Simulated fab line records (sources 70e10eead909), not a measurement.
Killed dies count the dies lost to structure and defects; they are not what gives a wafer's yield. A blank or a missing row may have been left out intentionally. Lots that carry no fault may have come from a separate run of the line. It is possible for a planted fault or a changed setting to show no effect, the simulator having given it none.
Chamber matching :: flow nand_harc :: NHARC_A_M0_PRE_CLEAN_31 on pecvd-01 has 3 sister chambers
The step time 12 s. 3 wafers are shown with their chamber, then 9 later ones without.

## WAFERS WITH THEIR CHAMBER
wafer: L088.1
chamber: 0
heater_power_w (W): 598

wafer: L088.4
chamber: 2
heater_power_w (W): 664

wafer: L088.6
chamber: 1
heater_power_w (W): 536

## WAFERS MISSING THEIR CHAMBER
wafer: L091.1
heater_power_w (W): 578

wafer: L091.3
heater_power_w (W): 642

wafer: L091.6
heater_power_w (W): 655

wafer: L094.1
heater_power_w (W): 590

wafer: L094.2
heater_power_w (W): 601

wafer: L094.6
heater_power_w (W): 609

wafer: L096.2
heater_power_w (W): 690

wafer: L096.3
heater_power_w (W): 592

wafer: L096.4
heater_power_w (W): 550

## THE CHAMBER EACH PASSED THROUGH
wafer: L091.1
from the rows above: can't be placed: 0 or 1
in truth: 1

wafer: L091.3
from the rows above: can't be placed: 2 or 0
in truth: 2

wafer: L091.6
from the rows above: 2
in truth: 2

wafer: L094.1
from the rows above: 0
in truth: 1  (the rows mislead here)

wafer: L094.2
from the rows above: 0
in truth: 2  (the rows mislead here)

wafer: L094.6
from the rows above: 0
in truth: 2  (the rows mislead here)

wafer: L096.2
from the rows above: 2
in truth: 2

wafer: L096.3
from the rows above: 0
in truth: 0

wafer: L096.4
from the rows above: 1
in truth: 1
4 of 9 placed correctly. Unplaceable from these rows: 2, with the true chamber sitting among the candidates in 2. 3 placed wrongly.
How it was worked out, from the rows above alone: a wafer's distance from a chamber is the root of the sum, over the readings, of the square of ((its reading less the chamber's mean) divided by the reading's scatter). If the next closest chamber is less than 2 further off than the closest, the wafer can't be placed; otherwise it belongs to the closest. A chamber's mean is the mean of its shown wafers. The scatter (one wafer shown for each chamber): square how far every hidden wafer sits from the nearest shown wafer, average those squares and take the square root.
